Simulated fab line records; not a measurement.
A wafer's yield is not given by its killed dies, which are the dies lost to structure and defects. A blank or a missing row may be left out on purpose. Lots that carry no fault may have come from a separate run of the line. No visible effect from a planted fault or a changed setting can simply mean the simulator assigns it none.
Matching of chambers | flow nand harc | NHARC_A_CHANNEL_FILL_D1_CMP_10 on cmp-03: 4 sister chambers
The step polishes, target thk 150 nm. 4 wafers are shown with their chamber, then 7 later ones without.

## EACH WAFER AND ITS CHAMBER
wafer  | chamber | motor current A (A)
L348.1 | 3       | 11.1
L348.3 | 1       | 11.5
L349.1 | 0       | 12.2
L349.3 | 2       | 11.3

## WAFERS WITH NO CHAMBER GIVEN
wafer  | motor current A (A)
L349.4 | 11.2
L357.2 | 10.9
L357.3 | 11.9
L357.4 | 11.5
L358.1 | 11.9
L358.3 | 11.3
L358.6 | 11.6

## CHAMBER TAKEN BY EACH
wafer  | from the rows above          | in truth
L349.4 | can't be placed: 3 or 2 or 1 | 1
L357.2 | can't be placed: 3 or 2      | 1
L357.3 | can't be placed: 0 or 1 or 2 | 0
L357.4 | can't be placed: 1 or 2      | 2
L358.1 | can't be placed: 0 or 1 or 2 | 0
L358.3 | can't be placed: 2 or 1 or 3 | 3
L358.6 | can't be placed: 1 or 2      | 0
Correct placement for 0 of the 7. Unplaceable from these rows: 7, with the true chamber sitting among the candidates in 5. 0 placed wrongly.
How it was worked out, from the rows above alone: a wafer's distance from a chamber is the root of the sum, over the readings, of the square of ((its reading less the chamber's mean) divided by the reading's scatter). If the next closest chamber is less than 2 further off than the closest, the wafer can't be placed; otherwise it belongs to the closest. For every chamber, the mean is computed from those of its wafers that are shown. The scatter (one wafer shown for each chamber): square how far every hidden wafer sits from the nearest shown wafer, average those squares and take the square root.
